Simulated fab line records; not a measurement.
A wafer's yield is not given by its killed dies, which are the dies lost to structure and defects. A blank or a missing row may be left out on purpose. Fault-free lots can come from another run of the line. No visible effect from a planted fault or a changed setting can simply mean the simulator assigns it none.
Struck lot and sound lot, side by side + flow nand_harc + 14 out of 1159 route steps
Sound: the wafers L904.1, L904.5, L904.6. Struck: wafers L906.1, L906.3, L906.6. The cause is given at the end.
Each step with rows lists, per side, the tool, then ch with its chambers, then its first start. Under that, the readings that differ: sound wafers + struck wafers + difference of the means + sigmas: that difference in standard deviations of wafers without a fault.
alike: a reading whose means differ by less than 2 such deviations, as well as words and numbers matching on both sides. not compared: withheld readings; readings where some wafer has no value; bounds like >300 that might hide an equal value; numbers whose values overlap and for which the record gives no deviation.
A row with sigmas, a row that says differs or no value, or rows on one side alone: a step with any of these is where the two part. Non-overlapping numbers with no deviation appear without sigmas and do not part them. A reading that every wafer of one side lacks parts them only if that side has two wafers or more.

NHARC_P_GATE_CD_MEAS_59: target cd 720 nm.
  sound on cd_sem-02 ch 0, day 7 06:56; struck on cd_sem-03 ch 0, day 7 18:39
  alike: cd_nm
then, 1 step without rows for these wafers: NHARC_P_GATE_HARDBAKE_60 (time 80 s).
NHARC_P_GATE_DESCUM_61: chemistry O2, time 3 s.
  sound on rie_diel-13 ch 2,3, day 7 07:06; struck on rie_diel-13 ch 0,1, day 7 18:50
  alike: drypump_motor_current_A, oes_product_au, rf_vpp_V, showerhead_plenum_p_Torr, throttle_valve_pct
  not compared: rf_hours_counter_h
next, for these wafers, 1 step has no rows: NHARC_P_GATE_IMPLANT_62.
NHARC_P_GATE_STRIP_112: strips in N2/H2, time 200 s.
  sound on plasma_asher-01 ch 0,1, day 7 07:28; struck on plasma_asher-02 ch 0,1, day 7 19:14
  alike: drypump_motor_current_A, heater_power_w
  not compared: rf_hours_counter_h
NHARC_P_GATE_STRIP_76: strips in O2.
  sound on plasma_asher-01 ch 0,1, day 7 07:43; struck on plasma_asher-02 ch 0,1, day 7 19:28
  alike: drypump_motor_current_A, heater_power_w
  not compared: rf_hours_counter_h
then, 6 steps without rows for these wafers: NHARC_P_GATE_STRIP_63 (strips in SPM, time 900 s); NHARC_P_GATE_DEHYDRATE_83 (time 120 s); NHARC_P_GATE_HMDS_84 (time 30 s); NHARC_P_GATE_COAT_85; NHARC_P_GATE_SOFTBAKE_86 (time 95 s); NHARC_P_GATE_EBR_87.
NHARC_P_GATE_EXPOSE_88: exposes mask P HVN, target cd 2000 nm.
  sound on krf_scanner-01 ch 0, day 7 08:21; struck on krf_scanner-01 ch 0, day 7 20:05
| reading                        | sound             | struck            | difference | sigmas |
|--------------------------------|-------------------|-------------------|------------|--------|
| model.P_GATE.overlay_x_nm (nm) | 6.746 6.746 6.746 | 104.9 104.9 104.9 | +98.2      |        |
  alike: mask
then, 1 step without rows for these wafers: NHARC_P_GATE_PEB_89 (peb time 85 s).

WHERE THEY PART
Nowhere in this record.

WHY: what had been put in by the simulator
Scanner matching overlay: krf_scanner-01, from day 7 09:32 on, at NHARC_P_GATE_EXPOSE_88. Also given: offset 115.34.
